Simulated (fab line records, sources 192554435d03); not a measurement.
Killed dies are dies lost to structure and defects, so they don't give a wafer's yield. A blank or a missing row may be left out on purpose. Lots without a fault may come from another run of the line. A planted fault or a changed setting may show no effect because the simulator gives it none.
fab line records | flow n5_finfet
record lots=24 wafers=72 last_day=18
route steps=1938 shown BEOL_M8@1365 BEOL_M9@1417
lots that met no fault: from a run of the same line without faults
start_h: hours from the record's first day to the start of the lot's first wafer shown | wait_h: hours since the lot's step before | " the same as in the row above | L1.1+2: a row that stands for several wafers | - no value, or no start given | * or withheld: withheld | < > ~ a bound
route shown NAME@n: a module of which the file shows steps, and the number in the route of the first | usual: mean/standard deviation of fault-free wafers | same: alike in all rows | chamber/n: place in a boat | sites: the reading at each site | _std_site: their standard deviation | _edge_site: outer sites' mean less inner sites' | radius_mm: how far each site lies from the wafer's centre | mask NAME#n: copy n | behind: the tool/chamber that last shaped the wafer | hold: why the lot was held/for how many hours/how that ended | device: the transistor (n, p or np) that didn't switch | end of line: the same wafers' tests at the end of the route | a step without rows: its recipe alone | killed: dies lost to structure and defects at the first sort, not the wafer's yield | map: a wafer's dies, x killed, . not, _ none there
set.NAME: the setting as run; set.NAME@STEP: as run at that earlier step | model.NAME: the simulator's own value behind a step, which no gauge read
steps of the route over a sample of lots; a table a step, a row a wafer
services: from which hour (start_h, from the record's first day; less than 0 if before it) a tool's chamber was out of use, for how many hours, and why
## steps
# step N5_BEOL_M8_CD_MEAS_28
# recipe target_cd_nm=40 landing_energy_ev=500 detector=se_inlens
# usual cd_nm=40.04/0.27
# columns lot.wafer tool chamber start_h wait_h cd_nm
L074.1 cd_sem-02 0 207.27 - 40.34
L074.4 " 0 " " 40.16
L074.6 " 0 " " 39.88
L076.3 cd_sem-01 0 207.31 - 40.11
L076.4 " 0 " " 40.30
L076.6 " 0 " " 40.38
L075.1 cd_sem-03 0 219.92 - 39.92
L075.2 " 0 " " 40.27
L075.6 " 0 " " 39.71
L077.1 cd_sem-02 0 221.84 - 40.62
L077.4 " 0 " " 40.17
L077.5 " 0 " " 40.03
L078.1 cd_sem-01 0 234.47 - 39.70
L078.4 " 0 " " 39.77
L078.6 " 0 " " 40.21
L079.4 cd_sem-03 0 234.64 - 39.87
L079.5 " 0 " " 39.79
L079.6 " 0 " " 39.66
L080.1 cd_sem-03 0 253.11 - 39.89
L080.5 " 0 " " 40.43
L080.6 " 0 " " 40.34
L082.1 cd_sem-02 0 253.18 - 40.20
L082.2 " 0 " " 40.57
L082.3 " 0 " " 39.91
L083.2 cd_sem-02 0 253.87 - 40.38
L083.4 " 0 " " 40.70
L083.5 " 0 " " 40.08
L085.1 cd_sem-01 0 259.76 - 40.17
L085.4 " 0 " " 40.19
L085.6 " 0 " " 39.80
L081.1 cd_sem-01 0 261.68 - 39.61
L081.2 " 0 " " 39.76
L081.3 " 0 " " 39.91
L084.2 cd_sem-03 0 280.65 - 40.12
L084.4 " 0 " " 40.25
L084.5 " 0 " " 40.24
L086.1 cd_sem-02 0 298.53 - 40.30
L086.4 " 0 " " 40.10
L086.5 " 0 " " 40.36
L088.3 cd_sem-01 0 298.70 - 40.31
L088.5 " 0 " " 40.01
L088.6 " 0 " " 39.97
L089.1 cd_sem-02 0 298.74 - 39.86
L089.4 " 0 " " 39.90
L089.5 " 0 " " 40.03
L087.3 cd_sem-01 0 298.91 - 39.76
L087.5 " 0 " " 40.09
L087.6 " 0 " " 40.10
L090.2 cd_sem-02 0 307.39 - 39.66
L090.4 " 0 " " 40.07
L090.6 " 0 " " 40.15
L091.1 cd_sem-03 0 310.30 - 40.16
L091.2 " 0 " " 40.09
L091.4 " 0 " " 40.00
L092.1 cd_sem-03 0 327.82 - 40.16
L092.4 " 0 " " 40.27
L092.5 " 0 " " 39.78
L094.3 cd_sem-01 0 327.87 - 39.87
L094.5 " 0 " " 39.78
L094.6 " 0 " " 40.45
L093.1 cd_sem-02 0 330.42 - 39.89
L093.2 " 0 " " 39.80
L093.4 " 0 " " 40.08
L095.1 cd_sem-03 0 337.80 - 39.98
L095.2 " 0 " " 39.80
L095.3 " 0 " " 39.76
L096.1 cd_sem-01 0 354.33 - 39.35
L096.3 " 0 " " 39.65
L096.4 " 0 " " 39.59
L097.2 cd_sem-02 0 364.06 - 40.48
L097.4 " 0 " " 39.96
L097.6 " 0 " " 39.85
# step N5_BEOL_M8_OVL_MEAS_29
# recipe points_per_wafer=522
# usual V7_OVL=0.1/0.65
# columns lot.wafer tool chamber start_h wait_h V7_OVL[nm]
L074.1 overlay-02 0 207.30 0.0 0.5
L074.4 " 0 " " 0.7
L074.6 " 0 " " -1.0
L076.3 overlay-01 0 207.35 0.0 -0.1
L076.4 " 0 " " 0.7
L076.6 " 0 " " -0.1
L075.1 overlay-02 0 219.95 0.0 0.0
L075.2 " 0 " " 1.4
L075.6 " 0 " " 0.8
L077.1 overlay-02 0 221.87 0.0 0.2
L077.4 " 0 " " 0.9
L077.5 " 0 " " 0.0
L078.1 overlay-02 0 234.50 0.0 0.5
L078.4 " 0 " " 0.7
L078.6 " 0 " " 1.2
L079.4 overlay-01 0 234.69 0.0 -0.6
L079.5 " 0 " " 0.3
L079.6 " 0 " " 0.5
L080.1 overlay-02 0 253.14 0.0 -0.3
L080.5 " 0 " " 0.5
L080.6 " 0 " " -0.2
L082.1 overlay-01 0 253.21 0.0 0.8
L082.2 " 0 " " 0.2
L082.3 " 0 " " 1.2
L083.2 overlay-01 0 253.90 0.0 0.0
L083.4 " 0 " " -1.0
L083.5 " 0 " " -0.4
L085.1 overlay-02 0 259.79 0.0 -0.4
L085.4 " 0 " " 0.1
L085.6 " 0 " " 0.2
L081.1 overlay-02 0 261.71 0.0 0.9
L081.2 " 0 " " 0.1
L081.3 " 0 " " -0.1
L084.2 overlay-02 0 280.68 0.0 -0.5
L084.4 " 0 " " 0.7
L084.5 " 0 " " 0.2
L086.1 overlay-02 0 298.56 0.0 1.3
L086.4 " 0 " " 1.3
L086.5 " 0 " " 1.0
L088.3 overlay-02 0 298.74 0.0 0.5
L088.5 " 0 " " -0.2
L088.6 " 0 " " 1.0
L089.1 overlay-01 0 298.77 0.0 0.6
L089.4 " 0 " " 0.2
L089.5 " 0 " " 0.3
L087.3 overlay-02 0 298.95 0.0 0.5
L087.5 " 0 " " 0.2
L087.6 " 0 " " 0.7
L090.2 overlay-02 0 307.42 0.0 -0.4
L090.4 " 0 " " -0.3
L090.6 " 0 " " -0.4
L091.1 overlay-01 0 310.33 0.0 -0.2
L091.2 " 0 " " -0.2
L091.4 " 0 " " 0.2
L092.1 overlay-02 0 327.86 0.0 -1.6
L092.4 " 0 " " -0.7
L092.5 " 0 " " -1.5
L094.3 overlay-01 0 327.91 0.0 0.2
L094.5 " 0 " " -0.4
L094.6 " 0 " " -1.2
L093.1 overlay-01 0 330.45 0.0 -0.6
L093.2 " 0 " " -0.6
L093.4 " 0 " " 0.0
L095.1 overlay-02 0 337.83 0.0 0.8
L095.2 " 0 " " 0.2
L095.3 " 0 " " 0.5
L096.1 overlay-02 0 354.36 0.0 0.9
L096.3 " 0 " " 0.0
L096.4 " 0 " " -0.2
L097.2 overlay-01 0 364.10 0.0 0.5
L097.4 " 0 " " 0.3
L097.6 " 0 " " -0.4
# step N5_BEOL_M8_RS_MEAS_57
# recipe thk_meas_gauge=four-point-probe reads=Cu_of_BEOL_M8_ECD_50+Co_of_BEOL_M8_CVD_78+TaN_of_BEOL_M8_ALD_77
# usual M8_RS=0.284/0.0077
# columns lot.wafer tool chamber start_h wait_h M8_RS[ohm/sq]
L074.1 film_metro-02 - 210.71 0.1 0.285
L074.4 " - " " 0.290
L074.6 " - " " 0.290
L076.3 film_metro-02 - 210.94 0.1 0.294
L076.4 " - " " 0.289
L076.6 " - " " 0.290
L075.1 film_metro-02 - 223.09 0.1 0.284
L075.2 " - " " 0.280
L075.6 " - " " 0.280
L077.1 film_metro-01 - 226.23 0.1 0.273
L077.4 " - " " 0.279
L077.5 " - " " 0.292
L078.1 film_metro-01 - 237.69 0.1 0.291
L078.4 " - " " 0.274
L078.6 " - " " 0.277
L079.4 film_metro-01 - 238.54 0.0 0.282
L079.5 " - " " 0.278
L079.6 " - " " 0.282
L080.1 film_metro-02 - 257.75 0.1 0.287
L080.5 " - " " 0.284
L080.6 " - " " 0.275
L082.1 film_metro-01 - 258.03 0.1 0.295
L082.2 " - " " 0.282
L082.3 " - " " 0.281
L083.2 film_metro-01 - 258.34 0.1 0.293
L083.4 " - " " 0.278
L083.5 " - " " 0.277
L085.1 film_metro-01 - 263.04 0.1 0.280
L085.4 " - " " 0.294
L085.6 " - " " 0.281
L081.1 film_metro-02 - 264.34 0.1 0.286
L081.2 " - " " 0.275
L081.3 " - " " 0.295
L084.2 film_metro-02 - 284.45 0.1 0.276
L084.4 " - " " 0.274
L084.5 " - " " 0.277
L086.1 film_metro-01 - 301.74 0.1 0.279
L086.4 " - " " 0.279
L086.5 " - " " 0.270
L088.3 film_metro-02 - 302.07 0.1 0.298
L088.5 " - " " 0.293
L088.6 " - " " 0.283
L089.1 film_metro-01 - 303.39 0.1 0.285
L089.4 " - " " 0.286
L089.5 " - " " 0.276
L087.3 film_metro-01 - 303.39 0.1 0.277
L087.5 " - " " 0.288
L087.6 " - " " 0.280
L090.2 film_metro-01 - 311.83 0.1 0.284
L090.4 " - " " 0.278
L090.6 " - " " 0.291
L091.1 film_metro-01 - 314.35 0.1 0.289
L091.2 " - " " 0.278
L091.4 " - " " 0.291
L092.1 film_metro-01 - 331.98 0.1 0.272
L092.4 " - " " 0.292
L092.5 " - " " 0.280
L094.3 film_metro-02 - 332.19 0.1 0.290
L094.5 " - " " 0.290
L094.6 " - " " 0.283
L093.1 film_metro-01 - 333.21 0.1 0.280
L093.2 " - " " 0.290
L093.4 " - " " 0.286
L095.1 film_metro-02 - 341.18 0.1 0.294
L095.2 " - " " 0.286
L095.3 " - " " 0.300
L096.1 film_metro-01 - 358.49 0.1 0.287
L096.3 " - " " 0.277
L096.4 " - " " 0.294
L097.2 film_metro-01 - 368.78 0.1 0.280
L097.4 " - " " 0.277
L097.6 " - " " 0.281
# step N5_BEOL_M9_DESCUM_16
# recipe chemistry=O2 time_s=7.9 source_power_w=50 bias_power_w=20 pressure_mtorr=20 rf_frequency_hz=2.712e+07 temp_c=40 resist=CAR-ArF o2_flow_sccm=225
# usual drypump_motor_current_A=5.8/0.44 oes_product_au=0.81/0.1 rf_vpp_V=243.5/1.6 showerhead_plenum_p_Torr=2.11/0.079 throttle_valve_pct=20.45/0.26
# same time_s=7.9
# columns lot.wafer tool chamber start_h wait_h drypump_motor_current_A oes_product_au rf_hours_counter_h rf_vpp_V showerhead_plenum_p_Torr throttle_valve_pct
L074.1 rie_diel-01 0 213.03 0.1 6.7 0.72 222 242.4 2.05 20.32
L074.4 " 3 " " 5.9 0.96 7 243.3 2.06 20.38
L074.6 " 1 " " 5.0 0.69 - 243.8 2.14 20.45
L076.3 rie_diel-06 2 213.24 0.1 5.8 0.68 244 241.4 1.97 20.89
L076.4 " 0 " " 5.5 0.71 250 240.8 1.96 20.74
L076.6 " 2 " " 5.7 0.68 - 241.6 1.97 20.90
L075.1 rie_diel-01 2 228.15 0.0 6.0 0.73 165 241.7 2.00 20.16
L075.2 " 1 " " 4.9 0.69 218 245.1 2.14 20.46
L075.6 " 2 " " 6.0 0.73 - 241.2 2.01 20.17
L077.1 rie_diel-01 2 228.89 0.2 6.0 0.72 165 241.9 2.01 20.19
L077.4 " 0 " " 6.7 0.72 227 242.3 2.05 20.30
L077.5 " 0 " " 6.7 0.72 - 242.1 2.05 20.31
L078.1 rie_diel-06 1 240.98 0.0 6.2 0.74 176 243.7 2.18 20.81
L078.4 " 0 " " 5.4 1.00 - 245.3 2.23 20.31
L078.6 " 1 " " 6.2 0.74 - 245.8 2.18 20.80
L079.4 rie_diel-01 2 241.31 0.1 6.0 0.72 167 241.9 2.00 20.20
L079.5 " 0 " " 6.7 0.72 - 242.4 2.04 20.30
L079.6 " 3 " " 5.9 0.93 - 242.9 2.06 20.40
L082.1 rie_diel-05 3 260.98 0.0 5.9 0.75 175 244.5 2.18 20.75
L082.2 " 1 " " 6.2 0.92 22 244.7 2.12 19.84
L082.3 " 2 " " 5.4 0.87 31 244.0 2.14 20.63
L080.1 rie_diel-01 1 261.22 0.1 4.9 0.69 226 247.1 2.13 20.47
L080.5 " 1 " " 4.9 0.68 - 244.9 2.13 20.48
L080.6 " 2 " " 6.0 0.72 - 241.6 2.00 20.19
L083.2 rie_diel-05 3 261.30 0.0 5.9 0.75 175 244.7 2.18 20.76
L083.4 " 0 " " 5.4 0.72 170 241.5 2.00 20.47
L083.5 " 3 " " 5.9 0.74 - 246.3 2.18 20.77
L085.1 rie_diel-05 2 266.59 0.0 5.4 0.87 33 244.4 2.14 20.63
L085.4 " 3 " " 5.9 0.75 177 244.9 2.18 20.77
L085.6 " 1 " " 6.2 0.92 - 243.7 2.11 19.83
L081.1 rie_diel-06 0 267.07 0.1 5.5 0.96 12 246.4 2.22 20.31
L081.2 " 2 " " 5.7 0.98 3 246.8 2.23 20.62
L081.3 " 1 " " 6.2 0.73 185 245.8 2.18 20.82
L084.2 rie_diel-06 0 287.32 0.1 5.4 0.94 20 246.2 2.22 20.34
L084.4 " 1 " " 6.2 0.73 192 244.2 2.18 20.83
L084.5 " 0 " " 5.5 0.93 - 245.0 2.22 20.33
L086.1 rie_diel-06 3 303.11 0.0 5.9 0.84 71 242.5 2.04 20.44
L086.4 " 2 " " 5.7 0.94 14 243.8 2.22 20.64
L086.5 " 1 " " 6.2 0.73 - 242.9 2.17 20.83
L088.3 rie_diel-06 2 308.10 0.0 5.8 0.93 15 245.2 2.22 20.64
L088.5 " 0 " " 5.5 0.92 - 244.5 2.22 20.32
L088.6 " 1 " " 6.2 0.72 - 243.3 2.17 20.86
L087.3 rie_diel-01 3 308.29 0.1 5.8 0.89 33 242.9 2.05 20.44
L087.5 " 3 " " 5.8 0.89 - 241.2 2.05 20.43
L087.6 " 2 " " 6.0 0.71 - 241.5 2.00 20.20
L089.1 rie_diel-06 1 308.43 0.0 6.2 0.73 198 244.3 2.17 20.84
L089.4 " 0 " " 5.5 0.92 26 246.5 2.22 20.33
L089.5 " 1 " " 6.2 0.73 - 245.3 2.17 20.84
L090.2 rie_diel-05 1 314.64 0.0 6.3 0.91 37 243.3 2.11 19.86
L090.4 " 0 " " 5.4 0.71 185 241.4 1.99 20.49
L090.6 " 1 " " 6.2 0.90 - 243.0 2.11 19.84
L091.1 rie_diel-05 2 317.52 0.1 5.4 0.84 48 245.6 2.14 20.65
L091.2 " 3 " " 5.9 0.73 192 244.2 2.17 20.79
L091.4 " 0 " " 5.4 0.71 187 243.0 1.99 20.49
L092.1 rie_diel-01 1 335.04 0.0 4.9 0.67 247 243.5 2.13 20.49
L092.4 " 3 " " 5.9 0.87 - 241.3 2.05 20.46
L092.5 " 2 " " 6.0 0.70 - 241.4 1.99 20.22
L094.3 rie_diel-05 1 335.74 0.5 6.3 0.88 44 243.7 2.11 19.86
L094.5 " 2 " " 5.4 0.84 - 242.0 2.14 20.65
L094.6 " 1 " " 6.3 0.88 - 244.2 2.11 19.85
L093.1 rie_diel-06 1 336.17 0.8 6.1 0.71 206 243.4 2.17 20.86
L093.2 " 3 " " 5.9 0.82 81 241.5 2.04 20.47
L093.4 " 2 " " 5.7 0.92 24 244.8 2.22 20.65
L095.1 rie_diel-06 0 343.94 0.0 5.5 0.90 36 246.3 2.21 20.36
L095.2 " 1 " " 6.2 0.72 208 243.4 2.17 20.85
L095.3 " 2 " " 5.7 0.91 26 246.7 2.22 20.66
L096.1 rie_diel-01 3 360.75 1.0 5.9 0.85 55 243.3 2.04 20.48
L096.3 " 0 " " 6.7 0.95 8 243.3 2.03 20.00
L096.4 " 1 " " 5.0 0.97 1 244.1 2.13 20.18
L097.2 rie_diel-01 3 371.99 0.0 5.9 0.85 58 242.4 2.04 20.46
L097.4 " 1 " " 4.9 0.95 4 245.3 2.12 20.19
L097.6 " 3 " " 5.9 0.85 - 242.1 2.04 20.49
# step N5_BEOL_M9_OVL_MEAS_29
# recipe points_per_wafer=522
# usual V8_OVL=0.1/0.67
# columns lot.wafer tool chamber start_h wait_h V8_OVL[nm]
L074.1 overlay-02 0 214.07 0.0 1.2
L074.4 " 0 " " -0.6
L074.6 " 0 " " -0.9
L076.3 overlay-02 0 214.25 0.0 0.5
L076.4 " 0 " " -0.1
L076.6 " 0 " " 0.4
L077.1 overlay-01 0 234.07 0.0 -0.1
L077.4 " 0 " " 1.2
L077.5 " 0 " " -0.5
L075.1 overlay-02 0 234.41 0.0 -0.3
L075.2 " 0 " " 0.2
L075.6 " 0 " " 0.1
L078.1 overlay-01 0 241.87 0.0 0.3
L078.4 " 0 " " 0.8
L078.6 " 0 " " 1.0
L079.4 overlay-02 0 243.03 0.0 -0.4
L079.5 " 0 " " 0.2
L079.6 " 0 " " -1.3
L082.1 overlay-01 0 261.92 0.0 0.1
L082.2 " 0 " " 0.3
L082.3 " 0 " " -0.3
L080.1 overlay-02 0 262.09 0.0 -0.4
L080.5 " 0 " " 0.0
L080.6 " 0 " " -0.6
L083.2 overlay-01 0 262.13 0.0 -0.2
L083.4 " 0 " " 0.3
L083.5 " 0 " " 0.1
L081.1 overlay-02 0 269.44 0.0 0.3
L081.2 " 0 " " 0.4
L081.3 " 0 " " 0.3
L085.1 overlay-01 0 269.48 0.0 -0.3
L085.4 " 0 " " 0.1
L085.6 " 0 " " 0.1
L084.2 overlay-02 0 289.84 0.0 1.2
L084.4 " 0 " " 1.1
L084.5 " 0 " " 0.8
L086.1 overlay-01 0 307.29 0.0 0.3
L086.4 " 0 " " 0.8
L086.5 " 0 " " 0.8
L089.1 overlay-01 0 309.99 0.0 -1.3
L089.4 " 0 " " -0.4
L089.5 " 0 " " -0.6
L088.3 overlay-02 0 310.05 0.0 -1.0
L088.5 " 0 " " -0.4
L088.6 " 0 " " 0.9
L087.3 overlay-01 0 310.09 0.0 -0.1
L087.5 " 0 " " -1.0
L087.6 " 0 " " -0.7
L090.2 overlay-02 0 315.89 0.0 -0.8
L090.4 " 0 " " -0.1
L090.6 " 0 " " -0.2
L091.1 overlay-02 0 319.36 0.0 0.2
L091.2 " 0 " " 0.1
L091.4 " 0 " " 0.3
L092.1 overlay-02 0 337.74 0.0 0.9
L092.4 " 0 " " 0.3
L092.5 " 0 " " 0.2
L093.1 overlay-01 0 337.78 0.0 -0.6
L093.2 " 0 " " 0.2
L093.4 " 0 " " -0.2
L094.3 overlay-01 0 339.27 0.0 1.5
L094.5 " 0 " " 0.9
L094.6 " 0 " " 0.7
L095.1 overlay-02 0 346.19 0.0 0.2
L095.2 " 0 " " -0.5
L095.3 " 0 " " -1.2
L096.1 overlay-01 0 362.03 0.0 0.4
L096.3 " 0 " " -0.4
L096.4 " 0 " " -0.6
L097.2 overlay-02 0 372.82 0.0 -1.2
L097.4 " 0 " " -0.4
L097.6 " 0 " " -1.2
# step N5_BEOL_M9_ETCH_65
# recipe chemistry=CF4 target=SiARC target_depth_a=156 mask_material=CAR-EUV time_s=26 ion_energy_ev=80 pressure_mtorr=40 source_w=545 bias_w=36 Ar_flow_sccm=100 cf4_flow_sccm=100 ends=cleared
# usual drypump_motor_current_A=5.8/0.45 etch_rf_on_time_s=25.9/0.77 mfc_ar_sccm=100.0/0.33 oes_product_au=0.69/0.089 rf_vpp_V=184.2/1.3 showerhead_plenum_p_Torr=2.16/0.078 throttle_valve_pct=15.67/0.22
# columns lot.wafer tool chamber start_h wait_h drypump_motor_current_A etch_rf_on_time_s mfc_ar_sccm oes_product_au rf_hours_counter_h rf_vpp_V showerhead_plenum_p_Torr throttle_valve_pct
L074.1 rie_diel-06 2 214.21 0.0 5.7 25.9 100.0 0.59 245 182.7 2.03 16.20
L074.4 " 3 " " 5.9 26.1 100.3 0.75 - 182.3 2.10 15.50
L074.6 " 2 " " 5.7 25.9 99.9 0.58 - 182.6 2.03 16.18
L076.3 rie_diel-01 1 214.51 0.0 4.9 25.9 100.2 0.59 214 184.1 2.21 15.88
L076.4 " 2 " " 6.0 26.9 100.2 0.61 161 184.2 2.07 15.45
L076.6 " 3 " " 5.9 24.7 99.5 0.83 - 184.0 2.10 15.47
L077.1 rie_diel-06 0 234.22 0.0 5.5 25.3 99.9 0.85 0 185.7 2.29 15.55
L077.4 " 0 " " 5.5 25.2 100.8 0.86 - 184.6 2.29 15.56
L077.5 " 1 " " 6.2 25.3 99.7 0.64 - 184.9 2.21 15.92
L075.1 rie_diel-01 2 234.55 0.0 6.0 26.8 99.7 0.61 165 183.9 2.06 15.48
L075.2 " 0 " " 6.7 25.2 100.1 0.63 227 183.1 2.12 15.73
L075.6 " 0 " " 6.7 25.1 100.1 0.62 - 184.7 2.12 15.73
L078.1 rie_diel-05 0 242.01 0.0 5.4 26.5 100.2 0.61 164 182.1 2.06 15.71
L078.4 " 2 " " 5.5 26.8 100.2 0.74 23 184.6 2.20 15.72
L078.6 " 1 " " 6.2 26.1 99.5 0.81 - 185.6 2.18 15.11
L079.4 rie_diel-05 0 243.16 0.0 5.4 26.6 100.3 0.61 164 181.4 2.06 15.70
L079.5 " 2 " " 5.4 26.7 99.9 0.75 - 182.1 2.20 15.73
L079.6 " 3 " " 5.9 26.3 99.4 0.63 - 186.0 2.22 15.82
L082.1 rie_diel-05 1 262.06 0.0 6.3 26.4 100.0 0.78 22 185.0 2.18 15.11
L082.2 " 0 " " 5.4 26.7 100.3 0.61 170 182.2 2.06 15.72
L082.3 " 2 " " 5.4 26.9 99.4 0.73 31 184.7 2.20 15.75
L080.1 rie_diel-06 3 262.23 0.0 5.8 26.3 100.4 0.73 59 182.7 2.09 15.54
L080.5 " 0 " " 5.5 25.3 99.6 0.81 - 185.7 2.29 15.58
L080.6 " 3 " " 5.9 26.3 100.5 0.73 - 182.6 2.09 15.53
L083.2 rie_diel-01 3 262.42 0.0 5.9 24.9 99.9 0.81 21 182.6 2.09 15.49
L083.4 " 1 " " 4.9 26.0 99.7 0.59 226 186.4 2.21 15.90
L083.5 " 1 " " 4.9 26.2 100.2 0.58 - 184.1 2.21 15.90
L081.1 rie_diel-06 0 269.59 0.0 5.5 25.6 99.7 0.80 13 185.6 2.29 15.59
L081.2 " 1 " " 6.1 25.3 100.6 0.63 186 185.3 2.21 15.94
L081.3 " 2 " " 5.7 24.9 99.8 0.84 4 186.4 2.28 15.73
L085.1 rie_diel-01 1 269.69 0.0 4.9 26.1 99.8 0.59 228 185.4 2.21 15.91
L085.4 " 2 " " 6.0 26.8 99.8 0.60 175 181.4 2.06 15.50
L085.6 " 1 " " 4.9 25.9 99.7 0.58 - 184.0 2.21 15.90
L084.2 rie_diel-01 1 290.23 0.0 4.9 26.2 100.2 0.58 233 185.5 2.21 15.91
L084.4 " 2 " " 6.0 27.0 99.9 0.59 181 182.7 2.06 15.48
L084.5 " 2 " " 6.0 27.1 99.4 0.60 - 182.7 2.06 15.49
L086.1 rie_diel-06 0 307.57 0.0 5.5 25.4 99.9 0.78 26 185.7 2.28 15.60
L086.4 " 1 " " 6.2 25.1 100.1 0.63 198 185.0 2.20 15.98
L086.5 " 3 " " 5.8 26.4 100.6 0.71 - 182.9 2.09 15.57
L089.1 rie_diel-06 1 310.14 0.0 6.2 25.4 99.9 0.62 199 184.4 2.20 15.96
L089.4 " 2 " " 5.8 24.9 100.0 0.81 16 185.0 2.28 15.77
L089.5 " 2 " " 5.8 24.9 100.2 0.80 - 186.9 2.28 15.74
L088.3 rie_diel-01 0 310.18 0.0 6.7 25.4 100.2 0.62 244 183.6 2.12 15.77
L088.5 " 2 " " 6.0 27.1 99.6 0.59 - 181.8 2.06 15.51
L088.6 " 1 " " 5.0 25.9 99.4 0.58 - 185.3 2.20 15.92
L087.3 rie_diel-05 3 310.38 0.0 5.9 26.6 100.0 0.62 190 185.1 2.21 15.85
L087.5 " 1 " " 6.2 26.2 99.9 0.76 - 183.2 2.17 15.16
L087.6 " 0 " " 5.4 26.8 100.0 0.60 - 182.6 2.06 15.74
L090.2 rie_diel-01 0 316.03 0.0 6.7 25.5 100.3 0.61 246 184.6 2.12 15.79
L090.4 " 1 " " 4.9 25.9 99.8 0.58 241 185.0 2.20 15.91
L090.6 " 2 " " 6.0 26.9 100.3 0.60 - 182.9 2.06 15.51
L091.1 rie_diel-06 3 319.51 0.0 5.9 26.7 100.2 0.71 76 183.1 2.08 15.56
L091.2 " 2 " " 5.8 25.1 99.9 0.79 18 185.8 2.28 15.74
L091.4 " 0 " " 5.5 25.7 100.1 0.76 30 186.0 2.28 15.62
L092.1 rie_diel-05 1 337.89 0.0 6.3 26.3 100.2 0.76 44 183.0 2.17 15.17
L092.4 " 0 " " 5.4 26.6 99.8 0.59 192 183.4 2.05 15.75
L092.5 " 3 " " 5.9 26.5 99.9 0.61 - 184.2 2.21 15.88
L093.1 rie_diel-01 1 338.03 0.0 4.9 26.1 99.8 0.57 248 185.2 2.20 15.94
L093.2 " 3 " " 5.8 25.2 100.4 0.76 44 184.4 2.09 15.56
L093.4 " 3 " " 5.9 25.1 100.2 0.76 - 183.7 2.09 15.56
L094.3 rie_diel-01 3 339.40 0.0 5.8 25.1 99.8 0.75 44 183.7 2.09 15.56
L094.5 " 1 " " 4.9 26.2 99.6 0.57 - 183.3 2.20 15.96
L094.6 " 3 " " 5.8 25.3 99.7 0.76 - 183.5 2.09 15.55
L095.1 rie_diel-06 2 346.62 0.0 5.8 24.6 99.9 0.79 27 185.2 2.27 15.79
L095.2 " 1 " " 6.2 25.5 100.3 0.61 209 184.1 2.20 15.99
L095.3 " 0 " " 5.5 25.8 100.0 0.77 37 186.3 2.28 15.62
L096.1 rie_diel-01 3 362.17 0.0 5.8 25.4 100.3 0.74 55 183.4 2.08 15.57
L096.3 " 1 " " 4.9 26.3 100.3 0.83 1 185.3 2.20 15.47
L096.4 " 2 " " 6.0 27.6 100.2 0.57 209 181.5 2.05 15.56
L097.2 rie_diel-06 2 373.11 0.0 5.8 25.3 99.8 0.75 31 185.6 2.27 15.79
L097.4 " 3 " " 5.9 27.0 99.9 0.68 - 183.4 2.08 15.59
L097.6 " 1 " " 6.2 25.7 100.1 0.61 - 185.7 2.20 16.00
## services
# columns tool chamber start_h hours kind
rie_diel-06 0 213.94 - clean
rie_diel-06 0 213.94 - consumable_replace:focus_ring
rie_diel-06 0 213.94 - consumable_replace:showerhead
rie_diel-06 0 213.94 17.7 scheduled_down
rie_diel-06 0 213.94 17.7 vent_cycle
rie_diel-06 2 231.70 - clean
rie_diel-06 2 231.70 - consumable_replace:focus_ring
rie_diel-06 2 231.70 - consumable_replace:showerhead
rie_diel-06 2 231.70 23.1 scheduled_down
rie_diel-05 0 247.47 3.2 repair
rie_diel-05 3 249.30 7.6 repair
rie_diel-01 0 299.00 10.6 repair
rie_diel-01 0 329.32 - clean
rie_diel-01 0 329.32 - consumable_replace:focus_ring
rie_diel-01 0 329.32 14.9 scheduled_down
rie_diel-01 0 329.32 14.9 vent_cycle
rie_diel-05 - 337.19 0.3 repair
rie_diel-01 1 344.20 - clean
rie_diel-01 1 344.20 - consumable_replace:focus_ring
rie_diel-01 1 344.20 14.5 scheduled_down
rie_diel-01 1 344.20 14.5 vent_cycle
rie_diel-06 - 348.21 15.6 pm
rie_diel-06 0 369.66 5.8 repair
rie_diel-05 0 372.63 4.3 repair
## key
fault none
